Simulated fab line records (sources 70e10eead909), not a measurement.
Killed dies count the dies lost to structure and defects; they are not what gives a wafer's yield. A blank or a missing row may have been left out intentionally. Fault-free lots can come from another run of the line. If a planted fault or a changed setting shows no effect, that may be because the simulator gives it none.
What tool caused it? | flow nand-harc | Sampling: 13 lots, 39 wafers, 5 of 1302 route steps

== WHAT THE GAUGES SHOWED, per wafer ==
NHARC_A_WL_FILL_INSPECT_15.
lot  | measured     | on                | raw-defect-count
L858 | day 21 12:57 | defect-inspect-01 | 310 306 326
L857 | day 21 16:46 | defect-inspect-02 | 493 506 468
L861 | day 22 10:10 | defect-inspect-02 | 478 505 711
L860 | day 22 10:13 | defect-inspect-01 | 541 518 565
L862 | day 23 06:38 | defect-inspect-02 | 368 475 316
L864 | day 24 04:16 | defect-inspect-02 | 783 475 534
L865 | day 24 16:59 | defect-inspect-02 | 751 644 634
L867 | day 25 04:20 | defect-inspect-01 | 813 597 538
L875 | day 28 02:14 | defect-inspect-01 | 664 617 671
L874 | day 28 05:55 | defect-inspect-02 | 562 322 605
L877 | day 29 03:13 | defect-inspect-01 | 364 314 495
L878 | day 30 06:27 | defect-inspect-02 | 483 483 464
L880 | day 31 14:37 | defect-inspect-01 | 420 608 350

NHARC_A_CONTACT_INSPECT_44.
lot  | measured     | on                | raw-defect-count
L858 | day 21 19:46 | defect-inspect-02 | 31 50 43
L857 | day 22 01:00 | defect-inspect-02 | 82 97 92
L861 | day 22 15:59 | defect-inspect-02 | 111 114 128
L860 | day 22 17:05 | defect-inspect-01 | 98 106 98
L862 | day 23 13:32 | defect-inspect-02 | 49 68 66
L864 | day 24 10:09 | defect-inspect-01 | 121 96 97
L865 | day 24 22:48 | defect-inspect-01 | 103 130 117
L867 | day 25 12:56 | defect-inspect-02 | 129 104 114
L875 | day 28 09:07 | defect-inspect-02 | 107 124 126
L874 | day 28 11:33 | defect-inspect-01 | 63 49 48
L877 | day 29 12:18 | defect-inspect-02 | 84 72 81
L878 | day 30 12:24 | defect-inspect-01 | 24 18 17
L880 | day 31 20:24 | defect-inspect-02 | 112 120 96

NHARC_END_SORT_01.
lot  | measured     | on        | killed-at-array | killed-at-other | killed-at-periphery | killed-dies | killed-open | killed-short
L861 | day 25 18:31 | prober-02 | 71 65 65        | 0 0 1           | 4 9 8               | 75 74 74    | 5 3 8       | 7 6 3
L875 | day 31 11:24 | prober-02 | 62 81 75        | 1 1 2           | 7 7 4               | 70 89 81    | 4 2 2       | 1 0 7

== TOOL THAT RAN EACH LOT (tool first, then ch and the chambers of the sampled wafers, then the start) ==
lot  | NHARC_A_CONTACT_DEP_29          | NHARC_A_CONTACT_ETCH_48
L858 | pecvd-02 ch 0,1, day 21 19:02   | rie-diel-10 ch 0,1,3, day 21 19:55
L857 | pecvd-04 ch 0,1,2, day 22 00:11 | rie-diel-03 ch 0,1,3, day 22 01:09
L861 | pecvd-01 ch 0,1, day 22 15:09   | rie-diel-11 ch 0,2, day 22 16:08
L860 | pecvd-01 ch 0,1, day 22 16:22   | rie-diel-03 ch 0,1, day 22 17:14
L862 | pecvd-02 ch 0,1, day 23 12:41   | rie-diel-03 ch 1,2,3, day 23 13:47
L864 | pecvd-04 ch 1,2, day 24 09:18   | rie-diel-03 ch 0,3, day 24 10:17
L865 | pecvd-02 ch 0,1,2, day 24 21:56 | rie-diel-03 ch 1,3, day 24 22:57
L867 | pecvd-04 ch 1,2, day 25 12:09   | rie-diel-03 ch 1,2, day 25 13:05
L875 | pecvd-01 ch 1,2, day 28 08:26   | rie-diel-03 ch 0,1,2, day 28 09:16
L874 | pecvd-02 ch 1,2, day 28 10:50   | rie-diel-11 ch 1,3, day 28 11:43
L877 | pecvd-02 ch 0,1, day 29 11:29   | rie-diel-03 ch 0,1,2, day 29 12:27
L878 | pecvd-04 ch 1,2, day 30 11:33   | rie-diel-10 ch 0,2,3, day 30 12:34
L880 | pecvd-01 ch 0,1,2, day 31 19:33 | rie-diel-11 ch 2,3, day 31 20:32
- NHARC_A_CONTACT_DEP_29: deposits SiON, target thk 100 nm.
- NHARC_A_CONTACT_ETCH_48: etches the open film in CF4, target depth 39 nm, time 65 s.

== WHAT THE TOOLS THEMSELVES READ (means of the sampled wafers that have a number; where no wafer has one, the mark that the record gives instead) ==
NHARC_A_CONTACT_DEP_29.
lot  | tool     | heater-power-w (W)
L858 | pecvd-02 | 686
L857 | pecvd-04 | 734
L861 | pecvd-01 | 887
L860 | pecvd-01 | 875
L862 | pecvd-02 | 813
L864 | pecvd-04 | 629
L865 | pecvd-02 | 753
L867 | pecvd-04 | 647
L875 | pecvd-01 | 771
L874 | pecvd-02 | 865
L877 | pecvd-02 | 714
L878 | pecvd-04 | 699
L880 | pecvd-01 | 781

NHARC_A_CONTACT_ETCH_48.
lot  | tool        | drypump-motor-current-A (A) | oes-product-au (a.u.) | rf-vpp-V (V) | run-length-s (s) | showerhead-plenum-p-Torr (Torr) | throttle-valve-pct (%)
L858 | rie-diel-10 | 5.6                         | 0.993                 | 151.3        | 86.3             | 1.81                            | 13.292
L857 | rie-diel-03 | 5.4                         | 1.014                 | 152.9        | 86.5             | 1.82                            | 13.283
L861 | rie-diel-11 | 5.9                         | 0.983                 | 152.7        | 85.9             | 1.86                            | 13.288
L860 | rie-diel-03 | 5.6                         | 1.013                 | 152.6        | 86.4             | 1.84                            | 13.279
L862 | rie-diel-03 | 5.7                         | 1.011                 | 150.2        | 86.4             | 1.78                            | 13.293
L864 | rie-diel-03 | 5.3                         | 0.991                 | 152.6        | 86.4             | 1.88                            | 13.279
L865 | rie-diel-03 | 5.5                         | 1.011                 | 151.4        | 86.4             | 1.74                            | 13.289
L867 | rie-diel-03 | 6.1                         | 1.014                 | 151.5        | 86.6             | 1.76                            | 13.296
L875 | rie-diel-03 | 5.9                         | 1.010                 | 151.6        | 89.9             | 1.79                            | 13.283
L874 | rie-diel-11 | 5.6                         | 0.999                 | 152.1        | 86.2             | 1.83                            | 13.284
L877 | rie-diel-03 | 5.9                         | 1.011                 | 151.6        | 93.6             | 1.79                            | 13.275
L878 | rie-diel-10 | 5.8                         | 1.011                 | 152.6        | 85.9             | 1.78                            | 13.284
L880 | rie-diel-11 | 6.1                         | 1.008                 | 151.7        | 86.2             | 1.81                            | 13.285

== THE ANSWER, worked out from the rows above alone ==
Rule: what is usual is taken from the lots themselves. The widest of any qualifying gaps counts: lots, ordered by their means at a reading, are off when they make up no more than a third of the lots, leave a main group of 4 or more, and stand apart from it by 3 or more times the standard deviation of that group's means. Not used: any main group whose means are identical at the precision the tables above print for the reading. A lot without any number at a reading at which 4 lots or more have one is off too. The other lots that the step has rows for count as sound. After the gauges, taken in route order, come the tools' own readings; for these a lot's mean is taken, as printed above. At the first step where some lot is off, the reading lying furthest off is the one used; lots without a number count as furthest.
Off: L875, L877 (NHARC_A_CONTACT_ETCH_48, run-length-s). The main group: mean 86.3 s, standard deviation 0.22.
If a tool, at that step or one of the process steps before it, ran each lot that is off and ran no sound lot following the first of them, it fits. One fits: NHARC_A_CONTACT_ETCH_48 on rie-diel-03. A fault onset in the window from L867 (day 25 13:05, its last sound lot) to L875 (day 28 09:16, its first lot off) fits.
On the lots that are off, the tool's own readings at NHARC_A_CONTACT_ETCH_48 differ by more than 5 times the standard deviation of the sound lots' means, which bears it out; run-length-s reads 91.8 s there versus 86.3 s on the sound lots.

== WHAT THE SIMULATOR PUT IN ==
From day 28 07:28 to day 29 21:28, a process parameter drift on rie-diel-03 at NHARC_A_CONTACT_ETCH_48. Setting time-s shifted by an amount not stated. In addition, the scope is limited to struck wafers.
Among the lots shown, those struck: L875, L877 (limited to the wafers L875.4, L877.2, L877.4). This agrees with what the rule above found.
